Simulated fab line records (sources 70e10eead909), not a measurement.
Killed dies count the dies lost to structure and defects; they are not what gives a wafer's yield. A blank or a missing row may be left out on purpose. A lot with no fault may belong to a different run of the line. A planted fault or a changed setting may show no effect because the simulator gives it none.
Matching of chambers + flow nand_harc + NHARC_P_M2_DEP_33 on pecvd-03 has 3 sister chambers
The step deposits SiCN, target thk 30 nm. 16 wafers are shown with their chamber, then 8 later ones without.

## WAFERS WITH THEIR CHAMBER
| wafer  | chamber | rf_fwd_power_W (W) | heater_power_w (W) | chamber_pressure_Torr (Torr) |
|--------|---------|--------------------|--------------------|------------------------------|
| L238.2 | 1       | 448.1              | 529                | 3.001                        |
| L238.5 | 1       | 447.6              | 545                | 2.997                        |
| L238.6 | 2       | 446.6              | 595                | 2.987                        |
| L239.2 | 1       | 450.2              | 617                | 2.993                        |
| L239.3 | 0       | 448.4              | 630                | 3.004                        |
| L239.4 | 0       | 449.0              | 628                | 3.008                        |
| L240.1 | 2       | 448.2              | 624                | 3.005                        |
| L240.2 | 0       | 450.0              | 536                | 2.998                        |
| L240.4 | 1       | 451.1              | 590                | 3.005                        |
| L242.1 | 1       | 449.6              | 594                | 3.007                        |
| L242.3 | 0       | 450.8              | 647                | 2.994                        |
| L242.6 | 0       | 449.6              | 658                | 3.002                        |
| L245.2 | 1       | 450.3              | 595                | 3.006                        |
| L245.3 | 0       | 450.4              | 657                | 3.008                        |
| L245.5 | 1       | 450.5              | 595                | 3.001                        |
| L250.1 | 1       | 450.2              | 629                | 3.003                        |

SIGNATURES (averages over the wafers above)
| reading               | chamber 0 | chamber 1 | chamber 2 | scatter within a chamber |
|-----------------------|-----------|-----------|-----------|--------------------------|
| rf_fwd_power_W        | 449.700   | 449.700   | 447.400   | 1.1                      |
| heater_power_w        | 626.00    | 586.75    | 609.50    | 38.2                     |
| chamber_pressure_Torr | 3.00233   | 3.00162   | 2.99600   | 0.00605                  |
Rule: distance of a wafer from a chamber = root of the sum over the readings of ((wafer's reading minus chamber's mean) / reading's scatter) squared. If the next closest chamber is less than 2 further off than the closest, the wafer can't be placed; otherwise it belongs to the closest. The scatter is the square root of a quotient: the sum, over the shown wafers, of each reading's squared deviation from its chamber's mean, divided by wafers minus chambers.

## WAFERS WITH NO CHAMBER GIVEN
| wafer  | rf_fwd_power_W (W) | heater_power_w (W) | chamber_pressure_Torr (Torr) |
|--------|--------------------|--------------------|------------------------------|
| L250.3 | 448.5              | 645                | 3.001                        |
| L250.5 | 450.0              | 642                | 2.996                        |
| L252.3 | 447.8              | 603                | 2.997                        |
| L252.4 | 447.6              | 614                | 3.003                        |
| L252.6 | 447.9              | 527                | 3.001                        |
| L253.2 | 449.3              | 626                | 3.002                        |
| L253.4 | 449.4              | 506                | 2.995                        |
| L253.5 | 449.4              | 605                | 3.005                        |

## CHAMBER TAKEN BY EACH
| wafer  | from the rows above          | in truth |
|--------|------------------------------|----------|
| L250.3 | can't be placed: 0 or 2 or 1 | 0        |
| L250.5 | can't be placed: 0 or 1 or 2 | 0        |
| L252.3 | can't be placed: 2 or 1 or 0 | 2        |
| L252.4 | can't be placed: 2 or 0 or 1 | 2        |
| L252.6 | can't be placed: 1 or 2 or 0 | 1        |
| L253.2 | can't be placed: 0 or 1 or 2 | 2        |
| L253.4 | can't be placed: 1 or 2 or 0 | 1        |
| L253.5 | can't be placed: 0 or 1 or 2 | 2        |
Correct placement for 0 of the 8. Unplaceable from these rows: 8, with the true chamber sitting among the candidates in 8. 0 placed wrongly.
